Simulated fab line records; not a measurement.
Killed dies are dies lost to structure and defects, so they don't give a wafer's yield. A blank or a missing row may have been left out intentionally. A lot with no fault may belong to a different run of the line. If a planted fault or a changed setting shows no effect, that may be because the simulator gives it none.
fab line records	flow nandHarc	part 1 of 2: steps 1 to 29 of 38
record lots=5	wafers=15	lastDay=24
route steps=1159 shown THIN_TSV@1118
lots that met no fault: taken from a fault-free run of the same line
startH: hours from the record's opening day to when the first of the lot's shown wafers began	waitH: hours from the lot's prior step to this one	" repeats the value in the row above	L1.1+2: several wafers, shown together as one row	- either no value or no given start	* or withheld: withheld	< > ~ a bound
route shown NAME@n: NAME is a module with steps in the file, n the number in the route of the first one	usual: mean and standard deviation over wafers with no fault	same: alike in all rows	chamber/n: place in a boat	sites: per-site readings	_std_site: the values' standard deviation	_edge_site: inner sites' mean taken away from outer sites' mean	radiusMm: for every site, how far away it sits from the centre of the wafer	mask NAME#n: copy n	behind: the last tool/chamber to shape the wafer	hold: cause of the lot's hold/its duration in hours/its outcome	device: the n, p or np transistor that did not switch	end of line: tests run on the same wafers once the route is complete	a step with no rows: only its recipe	killed: count of dies lost to structure and defects at first sort (not the wafer's yield)	map: dies across one wafer; x = killed, . = not, _ = none there
set.NAME: the setting as run; set.NAME@STEP: as run at that earlier step	model.NAME: the simulator's own value behind a step, which no gauge read
lots at selected steps of the route; one table per step, one row per wafer
services: the hour from which a tool's chamber was out of use, counted from the record's first day as startH (under 0 if before that day), plus the number of hours and why
## steps
# step NHARC_THIN_TSV_DESCUM_14
# recipe timeS=3	o2FlowSccm=200	arFlowSccm=0	biasPowerW=0	chemistry=O2
# usual drypumpMotorCurrentA=5.73/0.28	oesProductAu=0.999/0.01	rfVppV=58.1/0.76	showerheadPlenumPTorr=1.96/0.07	throttleValvePct=11.310/0.0093
# same biasPowerW=0
lot.wafer	tool	chamber	startH	waitH	drypumpMotorCurrentA	oesProductAu	rfHoursCounterH	rfVppV	showerheadPlenumPTorr	throttleValvePct
L087.4	rieDiel-01	0	488.16	-	5.62	0.989	9	58.0	1.95	11.309
L087.2	"	1	"	"	5.81	0.986	9	57.6	2.01	11.311
L087.6	"	1	"	"	5.78	0.983	-	57.1	2.01	11.300
L088.1	rieDiel-05	0	528.51	-	6.15	1.003	0	57.6	2.04	11.312
L088.2	"	1	"	"	5.52	1.006	0	58.5	1.80	11.310
L088.5	"	0	"	"	6.16	1.005	-	58.3	2.03	11.306
L092.1	rieDiel-01	0	540.42	-	5.63	1.004	3	58.5	1.95	11.315
L092.4	"	1	"	"	5.80	1.003	3	59.5	2.01	11.299
L092.5	"	3	"	"	5.16	1.000	-	58.3	2.01	11.303
L095.1	rieDiel-05	3	561.79	-	5.66	1.001	2	58.6	2.00	11.324
L095.6	"	3	"	"	5.68	1.002	-	58.5	2.00	11.312
L095.5	"	2	"	"	6.13	0.998	-	57.1	1.87	11.309
L097.2	rieDiel-05	3	562.87	-	5.68	1.004	3	58.0	2.00	11.300
L097.1	"	2	"	"	6.13	1.013	2	56.2	1.87	11.316
L097.3	"	2	"	"	6.12	1.005	-	57.2	1.87	11.307
# step NHARC_THIN_TSV_ETCH_44
# recipe targetDepthA=15942	timeS=797.1	cf4FlowSccm=150	o2FlowSccm=10	arFlowSccm=0	rfW=300	biasW=800	chemistry=CF4/O2
# usual cf4FlowSccm=150.0/0.42	drypumpMotorCurrentA=5.73/0.28	oesProductAu=1.000/0.011	rfVppV=797/3.8	showerheadPlenumPTorr=1.88/0.06	throttleValvePct=16.915/0.0095
lot.wafer	tool	chamber	startH	waitH	cf4FlowSccm	drypumpMotorCurrentA	oesProductAu	rfHoursCounterH	rfVppV	showerheadPlenumPTorr	throttleValvePct
L087.4	rieDiel-01	0	488.25	0.1	149.4	5.62	0.999	9	796	1.87	16.910
L087.2	"	3	"	"	150.6	5.12	1.009	10	800	1.92	16.927
L087.6	"	1	"	"	149.9	5.82	0.987	-	799	1.92	16.924
L088.2	rieDiel-05	3	528.59	0.1	150.7	5.68	1.001	0	801	1.91	16.920
L088.1	"	0	"	"	149.9	6.13	1.006	0	802	1.94	16.918
L088.5	"	0	"	"	150.0	6.13	1.009	-	801	1.94	16.925
L092.1	rieDiel-01	2	540.55	0.1	150.3	5.84	0.979	3	798	1.91	16.899
L092.4	"	0	"	"	150.4	5.62	0.998	3	796	1.86	16.907
L092.5	"	1	"	"	149.2	5.81	0.997	-	800	1.92	16.922
L095.1	rieDiel-05	2	562.04	0.2	150.6	6.11	1.011	2	793	1.79	16.913
L095.5	"	3	"	"	149.7	5.68	1.007	-	797	1.91	16.928
L095.6	"	2	"	"	150.4	6.12	1.005	-	792	1.79	16.910
L097.1	rieDiel-05	2	563.00	0.1	150.2	6.12	1.010	2	793	1.79	16.915
L097.2	"	3	"	"	149.7	5.66	1.001	3	799	1.90	16.923
L097.3	"	3	"	"	150.4	5.66	1.001	-	799	1.90	16.904
# step NHARC_THIN_TSV_ETCH_15
# recipe targetDepthA=30000	boschTargetOveretchCycles=2	boschEtchStepS=2.8	boschDepStepS=1.2	boschCycles=14
# usual drypumpMotorCurrentA=5.6/0.42	heBacksideLeakSccm=2.58/0.21
lot.wafer	tool	chamber	startH	waitH	drypumpMotorCurrentA	heBacksideLeakSccm	rfHoursCounterH
L087.4	rieSi-03	2	488.82	-	5.5	3.02	1.3
L087.2	"	0	"	"	4.9	2.75	1.4
L087.6	"	3	"	"	5.3	2.53	-
L088.1	rieSi-01	2	529.16	-	5.7	2.27	0.3
L088.2	"	3	"	"	6.2	2.59	0.2
L088.5	"	3	"	"	6.2	2.58	-
L092.1	rieSi-01	0	541.07	-	4.9	2.94	0.2
L092.4	"	1	"	"	6.6	2.79	0.3
L092.5	"	1	"	"	6.6	2.76	-
L095.1	rieSi-01	0	562.87	0.7	4.9	2.92	0.4
L095.5	"	3	"	"	6.1	2.63	-
L095.6	"	0	"	"	4.9	2.96	-
L097.3	rieSi-06	0	563.93	0.5	5.5	2.38	0.1
L097.2	"	2	"	"	5.5	2.57	0.1
L097.1	"	3	"	"	5.8	2.78	0.1
# step NHARC_THIN_TSV_CD_MEAS_16
# usual cdNm=1000.8/2.4
lot.wafer	tool	chamber	startH	waitH	cdNm
L087.2	cdSem-01	-	488.97	0.1	1002.5
L087.4	"	-	"	"	1000.5
L087.6	"	-	"	"	1002.8
L088.1	cdSem-02	-	529.31	0.1	1000.9
L088.2	"	-	"	"	1004.3
L088.5	"	-	"	"	997.0
L092.1	cdSem-01	-	541.21	0.1	1000.1
L092.4	"	-	"	"	1003.9
L092.5	"	-	"	"	1003.1
L095.1	cdSem-02	-	563.01	0.1	1002.8
L095.5	"	-	"	"	999.4
L095.6	"	-	"	"	1001.4
L097.1	cdSem-03	-	564.07	0.1	993.0
L097.2	"	-	"	"	999.2
L097.3	"	-	"	"	997.1
# step NHARC_THIN_TSV_STRIP_45
# recipe powerW=1500	tempC=250	chemistry=O2
# usual drypumpMotorCurrentA=5.8/0.64	heaterPowerW=328/30	rfReflPowerW=22/6.7
lot.wafer	tool	chamber	startH	waitH	drypumpMotorCurrentA	heaterPowerW	rfHoursCounterH	rfReflPowerW
L087.2	plasmaAsher-02	1	489.04	0.1	4.9	298	40	20
L087.4	"	0	"	"	6.6	306	-	33
L087.6	"	0	"	"	6.6	316	-	33
L088.1	plasmaAsher-01	0	529.38	0.1	5.6	379	22	13
L088.2	"	1	"	"	6.1	324	22	19
L088.5	"	0	"	"	5.6	379	-	13
L092.1	plasmaAsher-01	1	541.59	0.4	6.0	322	27	18
L092.4	"	1	"	"	6.0	319	-	19
L092.5	"	0	"	"	5.6	373	-	14
L095.1	plasmaAsher-02	0	563.08	0.1	6.6	316	6	31
L095.6	"	0	"	"	6.6	311	-	33
L095.5	"	1	"	"	5.0	319	-	20
L097.2	plasmaAsher-02	1	564.15	0.1	5.0	320	6	21
L097.1	"	0	"	"	6.7	321	6	31
L097.3	"	0	"	"	6.6	310	-	34
# step NHARC_THIN_TSV_STRIP_46
# recipe timeS=1200	tempC=72.5	chemistry=postEtchResidueRemover
lot.wafer	tool	chamber	startH	waitH
L087.4+2+6	wetBench-10	4,5,0	489.39	0.2
L088.1+5+2	wetBench-08	3,4,6	529.74	0.3
L092.1+5+4	wetBench-10	2,3,5	541.93	0.3
L095.6+1+5	wetBench-08	5,6,0	563.43	0.1
L097.1+3+2	wetBench-10	7,0,1	564.51	0.3
# step NHARC_THIN_TSV_DEP_47
# recipe targetThkA=2000	tempC=withheld	pressureTorr=6.5	rfW=900	teosFlowSccm=161.4	flowSccm=2650	targetThkNm=200	gas=O2	material=SiO2
# usual throttleValvePct=16.2/0.44
lot.wafer	tool	chamber	startH	waitH	throttleValvePct
L087.2	pecvd-03	1	489.84	-	17.0
L087.4	"	1	"	"	16.8
L087.6	"	0	"	"	16.6
L088.1	pecvd-03	2	530.18	-	16.4
L088.2	"	1	"	"	16.7
L088.5	"	1	"	"	17.0
L092.1	pecvd-01	0	542.48	-	15.5
L092.5	"	2	"	"	15.8
L092.4	"	0	"	"	15.5
L095.1	pecvd-01	2	564.08	-	16.1
L095.6	"	0	"	"	15.9
L095.5	"	1	"	"	15.7
L097.3	pecvd-03	2	565.07	-	16.4
L097.2	"	0	"	"	16.4
L097.1	"	1	"	"	17.0
# step NHARC_THIN_TSV_ETCHBACK_48
# recipe targetDepthA=10285	overEtchFrac=0.3	timeS=405.17	ionEnergyEv=250	c4f8FlowSccm=withheld	arFlowSccm=withheld	rfW=600	biasW=300	chemistry=C4F8/Ar
# usual oesProductAu=0.94/0.031	rfVppV=549/3.1
lot.wafer	tool	chamber	startH	waitH	oesProductAu	rfHoursCounterH	rfVppV
L087.2	rieDiel-05	1	490.28	-	0.92	8	543
L087.4	"	3	"	"	0.92	10	549
L087.6	"	0	"	"	0.92	-	551
L088.2	rieDiel-01	0	530.58	-	0.97	2	548
L088.1	"	2	"	"	0.98	2	549
L088.5	"	0	"	"	0.97	-	548
L092.4	rieDiel-13	0	542.79	-	0.95	9	544
L092.1	"	3	"	"	0.91	9	552
L092.5	"	0	"	"	0.96	-	546
L095.1	rieDiel-01	3	564.43	-	0.92	5	551
L095.5	"	2	"	"	0.92	-	550
L095.6	"	3	"	"	0.92	-	553
L097.2	rieDiel-01	1	565.49	-	0.93	5	550
L097.1	"	2	"	"	0.93	5	551
L097.3	"	3	"	"	0.93	5	551
# step NHARC_THIN_TSV_STRIP_62
# recipe powerW=1500	tempC=250	timeS=20	chemistry=N2/H2
# usual drypumpMotorCurrentA=5.8/0.59	heaterPowerW=331/31	rfReflPowerW=21/6.5
lot.wafer	tool	chamber	startH	waitH	drypumpMotorCurrentA	heaterPowerW	rfHoursCounterH	rfReflPowerW
L087.2	plasmaAsher-01	0	490.60	-	5.5	382	10	-
L087.4	"	1	"	"	6.0	317	-	-
L087.6	"	0	"	"	5.6	377	-	-
L088.2	plasmaAsher-02	1	530.95	-	4.9	293	53	21
L088.1	"	0	"	"	6.6	312	53	32
L088.5	"	1	"	"	5.0	295	-	21
L092.1	plasmaAsher-01	0	544.37	-	5.5	377	30	13
L092.4	"	1	"	"	6.0	320	-	19
L092.5	"	0	"	"	5.6	368	-	14
L095.1	plasmaAsher-02	1	564.78	-	5.0	313	7	20
L095.6	"	0	"	"	6.6	320	-	31
L095.5	"	1	"	"	5.0	318	-	19
L097.1	plasmaAsher-01	0	565.87	-	5.5	376	40	-
L097.2	"	1	"	"	6.0	327	40	-
L097.3	"	1	"	"	6.0	319	-	-
# step NHARC_THIN_TSV_DEGAS_49
# recipe tempC=300	timeS=120
# usual heaterPowerW=491/51
lot.wafer	tool	chamber	startH	waitH	heaterPowerW
L087.2	pvdSputter-01	-	490.78	0.2	446
L087.4	"	-	"	"	458
L087.6	"	-	"	"	518
L088.1	pvdSputter-01	-	531.12	0.1	489
L088.2	"	-	"	"	460
L088.5	"	-	"	"	482
L092.4	pvdSputter-03	-	544.54	0.1	404
L092.1	"	-	"	"	446
L092.5	"	-	"	"	508
L095.1	pvdSputter-01	-	564.93	0.1	487
L095.6	"	-	"	"	482
L095.5	"	-	"	"	505
L097.3	pvdSputter-01	-	566.04	0.1	469
L097.1	"	-	"	"	466
L097.2	"	-	"	"	482
# step NHARC_THIN_TSV_PRE_CLEAN_50
# recipe timeS=30	tempC=280	gas=H2/He
# usual heaterPowerW=428/45
lot.wafer	tool	chamber	startH	waitH	heaterPowerW
L087.4	pvdSputter-01	-	-	-	429
L087.2	"	-	"	"	446
L087.6	"	-	"	"	446
L088.1	pvdSputter-01	-	-	-	429
L088.2	"	-	"	"	422
L088.5	"	-	"	"	432
L092.1	pvdSputter-03	-	-	-	404
L092.4	"	-	"	"	442
L092.5	"	-	"	"	371
L095.1	pvdSputter-01	-	-	-	409
L095.6	"	-	"	"	402
L095.5	"	-	"	"	417
L097.2	pvdSputter-01	-	-	-	418
L097.1	"	-	"	"	419
L097.3	"	-	"	"	414
# step NHARC_THIN_TSV_PVD_19
# recipe targetThkA=200	chamberPressurePa=5	material=TaN
# usual throttleValvePct=29.7/0.95
lot.wafer	tool	chamber	startH	waitH	throttleValvePct
L087.4	pvdSputter-01	-	-	-	30.4
L087.2	"	-	"	"	29.7
L087.6	"	-	"	"	31.1
L088.1	pvdSputter-01	-	-	-	29.9
L088.2	"	-	"	"	29.2
L088.5	"	-	"	"	29.8
L092.4	pvdSputter-03	-	-	-	29.0
L092.1	"	-	"	"	31.7
L092.5	"	-	"	"	28.8
L095.1	pvdSputter-01	-	-	-	29.2
L095.5	"	-	"	"	29.9
L095.6	"	-	"	"	30.9
L097.2	pvdSputter-01	-	-	-	29.2
L097.3	"	-	"	"	30.1
L097.1	"	-	"	"	31.1
# step NHARC_THIN_TSV_PVD_51
# recipe targetThkA=1000	chamberPressurePa=5	material=Cu
# usual throttleValvePct=29.6/0.94
lot.wafer	tool	chamber	startH	waitH	throttleValvePct
L087.4	pvdSputter-01	-	-	-	31.1
L087.2	"	-	"	"	30.4
L087.6	"	-	"	"	30.2
L088.1	pvdSputter-01	-	-	-	29.6
L088.2	"	-	"	"	29.9
L088.5	"	-	"	"	29.3
L092.1	pvdSputter-03	-	-	-	30.4
L092.4	"	-	"	"	31.3
L092.5	"	-	"	"	31.5
L095.1	pvdSputter-01	-	-	-	29.8
L095.6	"	-	"	"	29.4
L095.5	"	-	"	"	30.1
L097.1	pvdSputter-01	-	-	-	29.3
L097.3	"	-	"	"	29.9
L097.2	"	-	"	"	31.1
# step NHARC_THIN_TSV_ECD_20
# recipe targetThkA=20000	material=Cu
lot.wafer	tool	chamber	startH	waitH
L087.2+4+6	ecdCu-02	0,1,0	491.24	-
L088.1+2+5	ecdCu-01	1,0,0	531.58	-
L092.1+4+5	ecdCu-01	1,1,0	544.98	-
L095.1+5+6	ecdCu-01	1,1,0	565.57	-
L097.1+2+3	ecdCu-01	1,0,0	566.50	-
# step NHARC_THIN_TSV_ANNEAL_52
# recipe tempC=225	timeS=90
# usual wafer_temp_C_max=226.1/0.3
lot.wafer	tool	chamber	startH	waitH	wafer_temp_C_max
L087.2	rtpAnneal-02	0	492.06	0.7	225.9
L087.4	"	0	"	"	225.9
L087.6	"	0	"	"	226.1
L088.1	rtpAnneal-01	0	532.34	0.7	227.2
L088.2	"	0	"	"	226.5
L088.5	"	0	"	"	226.2
L092.1	rtpAnneal-02	0	545.69	0.6	226.3
L092.4	"	0	"	"	226.2
L092.5	"	0	"	"	225.9
L095.1	rtpAnneal-02	0	566.30	0.6	225.7
L095.5	"	0	"	"	225.8
L095.6	"	0	"	"	225.9
L097.1	rtpAnneal-01	0	567.22	0.6	226.2
L097.2	"	0	"	"	226.5
L097.3	"	0	"	"	226.3
# step NHARC_THIN_TSV_CMP_21
# recipe tOverpolishS=30	targetThkNm=2000
# usual motorCurrentA=12.3/1.4	overpolishRunS=30.001/0.0093
lot.wafer	tool	chamber	startH	waitH	motorCurrentA	overpolishRunS
L087.2	cmp-03	2	492.41	-	12.9	29.990
L087.4	"	3	"	"	12.0	30.014
L087.6	"	0	"	"	12.8	29.993
L088.2	cmp-01	1	532.68	-	15.5	30.002
L088.1	"	3	"	"	14.1	30.000
L088.5	"	2	"	"	10.2	30.001
L092.4	cmp-03	0	546.04	-	12.3	29.977
L092.1	"	1	"	"	10.9	29.994
L092.5	"	1	"	"	11.1	29.999
L095.1	cmp-01	1	566.73	-	15.4	29.996
L095.6	"	2	"	"	10.9	29.994
L095.5	"	3	"	"	14.1	29.990
L097.2	cmp-01	1	567.57	-	15.0	29.989
L097.3	"	3	"	"	14.5	29.980
L097.1	"	0	"	"	11.2	29.997
# step NHARC_THIN_TSV_SRD_23
lot.wafer	tool	chamber	startH	waitH
L087.4+6+2	wetBench-10	2,3,5	492.72	0.0
L088.5+1+2	wetBench-10	5,7,2	533.04	0.0
L092.4+1+5	wetBench-08	3,6,7	546.40	0.0
L095.6+5+1	wetBench-10	7,0,1	567.02	0.0
L097.1+2+3	wetBench-10	1,3,4	567.94	0.0
# step NHARC_THIN_TSV_DEGAS_53
# recipe tempC=300	timeS=60
# usual heaterPowerW=488/54
lot.wafer	tool	chamber	startH	waitH	heaterPowerW
L087.4	pvdSputter-02	-	492.84	0.1	504
L087.2	"	-	"	"	390
L087.6	"	-	"	"	511
L088.1	pvdSputter-02	-	533.14	0.1	512
L088.2	"	-	"	"	556
L088.5	"	-	"	"	408
L092.4	pvdSputter-01	-	546.51	0.1	489
L092.1	"	-	"	"	494
L092.5	"	-	"	"	468
L095.1	pvdSputter-01	-	567.12	0.1	463
L095.5	"	-	"	"	484
L095.6	"	-	"	"	460
L097.2	pvdSputter-03	-	568.04	0.1	449
L097.3	"	-	"	"	514
L097.1	"	-	"	"	606
# step NHARC_THIN_TSV_PRE_CLEAN_54
# recipe timeS=30	tempC=280	gas=H2/He
# usual heaterPowerW=428/48
lot.wafer	tool	chamber	startH	waitH	heaterPowerW
L087.4	pvdSputter-02	-	492.90	0.0	344
L087.2	"	-	"	"	455
L087.6	"	-	"	"	354
L088.1	pvdSputter-02	-	533.21	0.1	455
L088.2	"	-	"	"	482
L088.5	"	-	"	"	347
L092.1	pvdSputter-01	-	546.59	0.1	428
L092.4	"	-	"	"	424
L092.5	"	-	"	"	450
L095.1	pvdSputter-01	-	567.18	0.1	451
L095.6	"	-	"	"	453
L095.5	"	-	"	"	418
L097.1	pvdSputter-03	-	568.11	0.0	530
L097.2	"	-	"	"	396
L097.3	"	-	"	"	441
# step NHARC_THIN_TSV_PVD_55
# recipe targetThkA=500	material=TiN
lot.wafer	tool	chamber	startH	waitH
L087.2+4+6	pvdSputter-02	-	492.97	0.0
L088.2+1+5	pvdSputter-02	-	533.29	0.0
L092.1+4+5	pvdSputter-01	-	546.67	0.1
L095.1+5+6	pvdSputter-01	-	567.28	0.1
L097.2+1+3	pvdSputter-03	-	568.20	0.1
# step NHARC_THIN_TSV_PVD_24
# recipe targetThkA=8000	powerW=withheld	chamberPressurePa=withheld	substrateTempC=withheld	timeS=withheld	gas=Ar	material=Al
lot.wafer	tool	chamber	startH	waitH
L087.2+4+6	pvdSputter-02	-	493.13	0.1
L088.2+1+5	pvdSputter-02	-	533.49	0.2
L092.4+1+5	pvdSputter-01	-	546.80	0.1
L095.1+6+5	pvdSputter-01	-	567.41	0.1
L097.3+2+1	pvdSputter-03	-	568.33	0.1
# step NHARC_THIN_TSV_DEHYDRATE_25
# recipe tempC=150	timeS=120
lot.wafer	tool	chamber	startH	waitH
L087.2+4+6	lithoTrack-03	0	493.56	-
L088.1+2+5	lithoTrack-03	0	533.87	-
L092.1+4+5	lithoTrack-02	0	547.21	-
L095.1+5+6	lithoTrack-07	0	567.82	-
L097.1+2+3	lithoTrack-07	0	568.75	-
# step NHARC_THIN_TSV_HMDS_26
# recipe timeS=30
lot.wafer	tool	chamber	startH	waitH
L087.2+4+6	lithoTrack-03	0	-	-
L088.1+2+5	lithoTrack-03	0	-	-
L092.1+4+5	lithoTrack-02	0	-	-
L095.1+5+6	lithoTrack-07	0	-	-
L097.1+2+3	lithoTrack-07	0	-	-
# step NHARC_THIN_TSV_COAT_27
# recipe spinRpm=*
lot.wafer	tool	chamber	startH	waitH
L087.2+4+6	lithoTrack-03	0	-	-
L088.1+2+5	lithoTrack-03	0	-	-
L092.1+4+5	lithoTrack-02	0	-	-
L095.1+5+6	lithoTrack-07	0	-	-
L097.1+2+3	lithoTrack-07	0	-	-
# step NHARC_THIN_TSV_SOFTBAKE_28
# recipe tempC=122	timeS=95
lot.wafer	tool	chamber	startH	waitH
L087.2+4+6	lithoTrack-03	0	-	-
L088.1+2+5	lithoTrack-03	0	-	-
L092.1+4+5	lithoTrack-02	0	-	-
L095.1+5+6	lithoTrack-07	0	-	-
L097.1+2+3	lithoTrack-07	0	-	-
# step NHARC_THIN_TSV_EBR_29
lot.wafer	tool	chamber	startH	waitH
L087.2+4+6	lithoTrack-03	0	-	-
L088.1+2+5	lithoTrack-03	0	-	-
L092.1+4+5	lithoTrack-02	0	-	-
L095.1+5+6	lithoTrack-07	0	-	-
L097.1+2+3	lithoTrack-07	0	-	-
# step NHARC_THIN_TSV_EXPOSE_30
# recipe na=0.55	doseMj=11.47	maskId=PAD
# usual reticleTempC=22.97/0.1
lot.wafer	tool	chamber	startH	waitH	mask	reticleTempC
L087.2	krfScanner-04	0	493.84	-	PAD#0	23.10
L087.4	"	0	"	"	PAD#0	22.88
L087.6	"	0	"	"	PAD#0	22.97
L088.1	krfScanner-02	0	534.14	-	PAD#0	22.90
L088.2	"	0	"	"	PAD#0	22.86
L088.5	"	0	"	"	PAD#0	22.83
L092.1	krfScanner-02	0	547.48	-	PAD#0	23.13
L092.4	"	0	"	"	PAD#0	23.29
L092.5	"	0	"	"	PAD#0	23.06
L095.1	krfScanner-02	0	567.98	-	PAD#0	23.13
L095.5	"	0	"	"	PAD#0	23.08
L095.6	"	0	"	"	PAD#0	23.03
L097.1	krfScanner-02	0	568.89	-	PAD#0	22.97
L097.2	"	0	"	"	PAD#0	22.86
L097.3	"	0	"	"	PAD#0	22.95
# step NHARC_THIN_TSV_PEB_31
# recipe pebTempC=118	pebTimeS=85
lot.wafer	tool	chamber	startH	waitH
L087.2+4+6	lithoTrack-03	0	493.90	0.1
L088.1+2+5	lithoTrack-03	0	534.21	0.1
L092.1+4+5	lithoTrack-02	0	547.55	0.1
L095.1+5+6	lithoTrack-07	0	568.05	0.1
L097.1+2+3	lithoTrack-07	0	568.96	0.1
# step NHARC_THIN_TSV_DEVELOP_32
# recipe timeS=70
lot.wafer	tool	chamber	startH	waitH
L087.2+4+6	lithoTrack-03	0	-	-
L088.1+2+5	lithoTrack-03	0	-	-
L092.1+4+5	lithoTrack-02	0	-	-
L095.1+5+6	lithoTrack-07	0	-	-
L097.1+2+3	lithoTrack-07	0	-	-
